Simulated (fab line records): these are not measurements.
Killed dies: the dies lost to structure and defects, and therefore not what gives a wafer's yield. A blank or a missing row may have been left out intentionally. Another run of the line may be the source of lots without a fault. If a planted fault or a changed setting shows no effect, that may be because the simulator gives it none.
Split-lot trial :: flow n5_finfet :: 7 lots, 21 wafers read, on a route of 1938 steps

## THE SPLIT
At N5_SDB_COAT_03 (time 60 s, resist thk 100 nm), the setting spin_rpm was moved away from the recipe's 1500 rpm on 9 of the 21 wafers read, by -9.3% to +8.3%. This setting was run at the recipe's value on the other wafers.

Reading taken at the split's own step.

## THE READING
SOC_of_SDB_COAT_03.thk_nm (the simulator's own value, which no gauge read), in nm, at N5_SDB_COAT_03 (time 60 s, resist thk 100 nm). No usual value for it is given in the file. The 12 wafers here that ran the recipe average 100.0 nm, standard deviation 0.29 nm.

wafer: L075.1
tool, chamber at the split: litho_track-05, 0
spin_rpm as run, rpm: 1500
against the recipe: recipe
SOC_of_SDB_COAT_03.thk_nm, nm: 100
against lot-mates on the recipe: -

wafer: L075.3
tool, chamber at the split: litho_track-05, 0
spin_rpm as run, rpm: 1500
against the recipe: recipe
SOC_of_SDB_COAT_03.thk_nm, nm: 100
against lot-mates on the recipe: -

wafer: L075.2
tool, chamber at the split: litho_track-05, 0
spin_rpm as run, rpm: 1500
against the recipe: recipe
SOC_of_SDB_COAT_03.thk_nm, nm: 99.8
against lot-mates on the recipe: -

wafer: L076.4
tool, chamber at the split: litho_track-01, 0
spin_rpm as run, rpm: 1361
against the recipe: -9.3%
SOC_of_SDB_COAT_03.thk_nm, nm: 105.6
against lot-mates on the recipe: +5.0

wafer: L076.5
tool, chamber at the split: litho_track-01, 0
spin_rpm as run, rpm: 1361
against the recipe: -9.3%
SOC_of_SDB_COAT_03.thk_nm, nm: 105.4
against lot-mates on the recipe: +4.8

wafer: L076.6
tool, chamber at the split: litho_track-01, 0
spin_rpm as run, rpm: 1500
against the recipe: recipe
SOC_of_SDB_COAT_03.thk_nm, nm: 100.6
against lot-mates on the recipe: -

wafer: L077.1
tool, chamber at the split: litho_track-04, 0
spin_rpm as run, rpm: 1500
against the recipe: recipe
SOC_of_SDB_COAT_03.thk_nm, nm: 100.2
against lot-mates on the recipe: -

wafer: L077.3
tool, chamber at the split: litho_track-04, 0
spin_rpm as run, rpm: 1584
against the recipe: +5.6%
SOC_of_SDB_COAT_03.thk_nm, nm: 97.4
against lot-mates on the recipe: -2.8

wafer: L077.6
tool, chamber at the split: litho_track-04, 0
spin_rpm as run, rpm: 1584
against the recipe: +5.6%
SOC_of_SDB_COAT_03.thk_nm, nm: 97.4
against lot-mates on the recipe: -2.8

wafer: L080.1
tool, chamber at the split: litho_track-04, 0
spin_rpm as run, rpm: 1500
against the recipe: recipe
SOC_of_SDB_COAT_03.thk_nm, nm: 100.2
against lot-mates on the recipe: -

wafer: L080.2
tool, chamber at the split: litho_track-04, 0
spin_rpm as run, rpm: 1500
against the recipe: recipe
SOC_of_SDB_COAT_03.thk_nm, nm: 100.2
against lot-mates on the recipe: -

wafer: L080.5
tool, chamber at the split: litho_track-04, 0
spin_rpm as run, rpm: 1500
against the recipe: recipe
SOC_of_SDB_COAT_03.thk_nm, nm: 100.4
against lot-mates on the recipe: -

wafer: L082.3
tool, chamber at the split: litho_track-01, 0
spin_rpm as run, rpm: 1500
against the recipe: recipe
SOC_of_SDB_COAT_03.thk_nm, nm: 100
against lot-mates on the recipe: -

wafer: L082.4
tool, chamber at the split: litho_track-01, 0
spin_rpm as run, rpm: 1500
against the recipe: recipe
SOC_of_SDB_COAT_03.thk_nm, nm: 99.8
against lot-mates on the recipe: -

wafer: L082.6
tool, chamber at the split: litho_track-01, 0
spin_rpm as run, rpm: 1625
against the recipe: +8.3%
SOC_of_SDB_COAT_03.thk_nm, nm: 96
against lot-mates on the recipe: -3.9

wafer: L087.1
tool, chamber at the split: litho_track-01, 0
spin_rpm as run, rpm: 1588
against the recipe: +5.9%
SOC_of_SDB_COAT_03.thk_nm, nm: 96.8
against lot-mates on the recipe: -2.8

wafer: L087.4
tool, chamber at the split: litho_track-01, 0
spin_rpm as run, rpm: 1588
against the recipe: +5.9%
SOC_of_SDB_COAT_03.thk_nm, nm: 96.4
against lot-mates on the recipe: -3.2

wafer: L087.5
tool, chamber at the split: litho_track-01, 0
spin_rpm as run, rpm: 1500
against the recipe: recipe
SOC_of_SDB_COAT_03.thk_nm, nm: 99.6
against lot-mates on the recipe: -

wafer: L095.1
tool, chamber at the split: litho_track-01, 0
spin_rpm as run, rpm: 1500
against the recipe: recipe
SOC_of_SDB_COAT_03.thk_nm, nm: 99.6
against lot-mates on the recipe: -

wafer: L095.3
tool, chamber at the split: litho_track-01, 0
spin_rpm as run, rpm: 1548
against the recipe: +3.2%
SOC_of_SDB_COAT_03.thk_nm, nm: 98.2
against lot-mates on the recipe: -1.4

wafer: L095.6
tool, chamber at the split: litho_track-01, 0
spin_rpm as run, rpm: 1548
against the recipe: +3.2%
SOC_of_SDB_COAT_03.thk_nm, nm: 98.2
against lot-mates on the recipe: -1.4

FIT RESULTS
A straight line over all 21 wafers: SOC_of_SDB_COAT_03.thk_nm changes by -0.554 nm for each +1% of spin_rpm; r = -0.99; the points scatter about the line by 0.33 nm.
The same after taking each lot's own level away (the mean of its wafers on the recipe; 21 wafers): -0.508 nm for each +1%; r = -1.00; scatter 0.14 nm.
The reading moves by 4.7 nm for the largest change in spin_rpm, on that fit.
Measured against the standard deviation above, the lots' own levels, which go from 99.60 to 100.60 nm, span 3.4 times it.
The two slopes agree, so the slope changes little with the lot-to-lot level.
Check: with one of the wafers moved furthest among these (-9.3%) left out of the fit, the line predicts +4.66 nm for it against its lot-mates. It came out at +5 nm against them.

## THE OTHER SPLITS THESE WAFERS WENT THROUGH
Before the reading, these wafers also passed through other splits. Each is held against what the fit with the lots' levels taken away leaves over:
other split on the same wafers: N5_FIN_SAQP_ALD_61 temp_c
wafers away from the commonest value: 9
r with SOC_of_SDB_COAT_03.thk_nm (lot level and that fit taken away): +0.54

other split on the same wafers: N5_FIN_SAQP_HM_DEP_03 time_s
wafers away from the commonest value: 3
r with SOC_of_SDB_COAT_03.thk_nm (lot level and that fit taken away): -0.49

other split on the same wafers: N5_FIN_SAQP_DESCUM_21 time_s
wafers away from the commonest value: 11
r with SOC_of_SDB_COAT_03.thk_nm (lot level and that fit taken away): -0.23

other split on the same wafers: N5_FIN_SAQP_ETCH_52 source_w
wafers away from the commonest value: 6
r with SOC_of_SDB_COAT_03.thk_nm (lot level and that fit taken away): -0.24

other split on the same wafers: N5_SD_EPI_N_ETCH_45 target_depth_a
wafers away from the commonest value: 7
r with SOC_of_SDB_COAT_03.thk_nm (lot level and that fit taken away): -0.03

other split on the same wafers: N5_SD_EPI_N_EPI_21 time_s
wafers away from the commonest value: 7
r with SOC_of_SDB_COAT_03.thk_nm (lot level and that fit taken away): -0.16

## THE WHOLE CHAIN: every reading that the file lists as answering this split, in the file's order
step: N5_SDB_COAT_03
what it does: time 60 s, resist thk 100 nm
reading: SOC_of_SDB_COAT_03.thk_nm (the simulator's own value, which no gauge read)
change (the file's fit): -0.5 nm for each +1% of the setting
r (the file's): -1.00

step: N5_SDB_STRIP_22
what it does: strips in N2/H2
reading: strip_time_to_endpoint_s
change (the file's fit): withheld for each +1% of the setting
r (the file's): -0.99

## THE FILE'S OWN FIT
SOC_of_SDB_COAT_03.thk_nm changes by -0.5 nm for each +1% of spin_rpm, r = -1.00.
